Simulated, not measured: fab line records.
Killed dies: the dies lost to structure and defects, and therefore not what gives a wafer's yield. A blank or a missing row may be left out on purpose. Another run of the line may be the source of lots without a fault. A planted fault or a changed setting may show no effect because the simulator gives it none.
Matching of chambers / flow n5 finfet / rie diel-04 running N5_HKMG_FIN_STRIP_90: 4 sister chambers
The step strips SOC in N2/H2, time 20 s. 4 wafers are shown with their chamber, then 7 later ones without.

## EACH WAFER AND ITS CHAMBER
wafer=L081.1; chamber=1; showerhead plenum p Torr (Torr)=3.37
wafer=L083.2; chamber=0; showerhead plenum p Torr (Torr)=3.50
wafer=L083.5; chamber=2; showerhead plenum p Torr (Torr)=3.16
wafer=L085.5; chamber=3; showerhead plenum p Torr (Torr)=3.46

## WAFERS WITHOUT THEIR CHAMBER
wafer=L085.6; showerhead plenum p Torr (Torr)=3.50
wafer=L090.1; showerhead plenum p Torr (Torr)=3.45
wafer=L090.2; showerhead plenum p Torr (Torr)=3.36
wafer=L090.4; showerhead plenum p Torr (Torr)=3.49
wafer=L095.1; showerhead plenum p Torr (Torr)=3.45
wafer=L095.5; showerhead plenum p Torr (Torr)=3.49
wafer=L095.6; showerhead plenum p Torr (Torr)=3.36

## WHICH CHAMBER EACH ONE RAN IN
wafer=L085.6; from the rows above=0; in truth=0
wafer=L090.1; from the rows above=3; in truth=3
wafer=L090.2; from the rows above=1; in truth=1
wafer=L090.4; from the rows above=0; in truth=0
wafer=L095.1; from the rows above=3; in truth=3
wafer=L095.5; from the rows above=0; in truth=0
wafer=L095.6; from the rows above=1; in truth=1
Placed correctly: 7 of 7. Not placeable from these rows: 0. Wrongly placed: 0.
How it was worked out, from the rows above alone: a wafer's distance from a chamber is the root of the sum, over the readings, of the square of ((its reading less the chamber's mean) divided by the reading's scatter). If the next closest chamber is less than 2 further off than the closest, the wafer can't be placed; otherwise it belongs to the closest. A chamber's mean is the mean of its shown wafers. The scatter: with one shown wafer a chamber, the root of the mean of the squares of how far each hidden wafer lies from its nearest shown one.
